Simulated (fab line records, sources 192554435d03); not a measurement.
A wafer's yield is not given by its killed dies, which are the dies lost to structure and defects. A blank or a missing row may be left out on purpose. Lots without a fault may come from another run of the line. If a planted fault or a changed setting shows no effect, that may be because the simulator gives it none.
Split-lot trial | flow n5 finfet | 7 lots, 21 wafers read, on a route of 1938 steps

THE SPLIT ITSELF
At N5_BEOL_M6_ETCH_66 (etches SOC in N2/H2, target depth 80 nm, overetch 16 nm, time 120 s), the setting bias w was moved away from the recipe's 150 W on 12 of the 21 wafers read, by -17.0% to +15.1%. This setting was run at the recipe's value on the other wafers.

Reading taken at the split's own step.

THE READING
rf vpp V, in V, at N5_BEOL_M6_ETCH_66 (etches SOC in N2/H2, target depth 80 nm, overetch 16 nm, time 120 s). Typical for fault-free wafers on this fab line: 524.9 V, with standard deviation 1.9 V.

wafer  | tool, chamber at the split | bias w as run, W | against the recipe | rf vpp V, V | against lot-mates on the recipe
L075.1 | rie diel-06, 1             | 124.5            | -17.0%             | 468.5       | -53.5
L075.4 | rie diel-06, 0             | 124.5            | -17.0%             | 468.6       | -53.4
L075.5 | rie diel-06, 3             | 150              | recipe             | 522.0       | -
L083.2 | rie diel-02, 3             | 163.4            | +8.9%              | 552.1       | no lot-mate on the recipe
L083.4 | rie diel-02, 0             | 163.4            | +8.9%              | 557.5       | no lot-mate on the recipe
L083.6 | rie diel-02, 2             | 163.4            | +8.9%              | 554.3       | no lot-mate on the recipe
L082.1 | rie diel-02, 1             | 150              | recipe             | 526.1       | -
L082.4 | rie diel-02, 1             | 140.7            | -6.2%              | 504.1       | -20.9
L082.5 | rie diel-02, 3             | 150              | recipe             | 523.9       | -
L090.1 | rie diel-02, 0             | 172.6            | +15.1%             | 576.4       | +48.1
L090.3 | rie diel-02, 1             | 172.6            | +15.1%             | 574.6       | +46.3
L090.6 | rie diel-02, 0             | 150              | recipe             | 528.3       | -
L096.2 | rie diel-06, 1             | 157.1            | +4.7%              | 541.8       | +16.6
L096.4 | rie diel-06, 2             | 150              | recipe             | 525.2       | -
L096.6 | rie diel-06, 3             | 157.1            | +4.7%              | 536.8       | +11.6
L092.1 | rie diel-01, 0             | 158.9            | +5.9%              | 544.8       | +21.2
L092.2 | rie diel-01, 2             | 158.9            | +5.9%              | 541.8       | +18.2
L092.4 | rie diel-01, 3             | 150              | recipe             | 523.6       | -
L094.1 | rie diel-06, 1             | 150              | recipe             | 525.8       | -
L094.2 | rie diel-06, 2             | 150              | recipe             | 525.1       | -
L094.6 | rie diel-06, 0             | 150              | recipe             | 525.5       | -

THE FIT
A straight line over all 21 wafers: rf vpp V changes by +3.32 V for each +1% of bias w; r = +1.00; the points scatter about the line by 1.9 V.
The same after taking each lot's own level away (the mean of its wafers on the recipe; 18 wafers): +3.15 V for each +1%; r = +1.00; scatter 1.3 V.
On that fit, the largest move of bias w shifts the reading by 54 V.
From 522.00 to 528.30 V: that is the span of the lots' own levels, equal to 3.3 times the standard deviation above.
Consequently the slope shifts little with the lot-to-lot level, the two slopes agreeing.
Check: for one of the wafers moved furthest among these (-17.0%), held out of the fit, the line's prediction against its lot-mates is -53.7 V. Against them it came out at -53.5 V.
Tool readings at the split's step, against how far the setting was moved: rf vpp V r = +1.00.

THE OTHER SPLITS THESE WAFERS WENT THROUGH
Note: prior to the reading, these wafers also went through further splits. Each is held against what the fit with the lots' levels taken away leaves over:
other split on the same wafers | wafers away from the commonest value | r with rf vpp V (lot level and that fit taken away)
N5_BEOL_M5_EXPOSE_25 dose mj   | 7                                    | +0.11
N5_BEOL_M5_VIA_ETCH_34 bias w  | 10                                   | -0.18
N5_BEOL_M6_COAT_22 spin rpm    | 5                                    | +0.06

THE WHOLE CHAIN: every reading that the file lists as answering this split, in the file's order
step               | what it does                                                        | reading                                                                          | change (the file's fit)                | r (the file's)
N5_BEOL_M6_ETCH_66 | etches SOC in N2/H2, target depth 80 nm, overetch 16 nm, time 120 s | rf vpp V                                                                         | +3.16 V for each +1% of the setting    | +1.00
N5_BEOL_M6_ETCH_66 | etches SOC in N2/H2, target depth 80 nm, overetch 16 nm, time 120 s | SiARC_of_BEOL_M6_COAT_64.thk nm (the simulator's own value, which no gauge read) | -0.0727 nm for each +1% of the setting | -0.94

FILE'S OWN FIT
rf vpp V changes by +3.16 V for each +1% of bias w, r = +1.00.
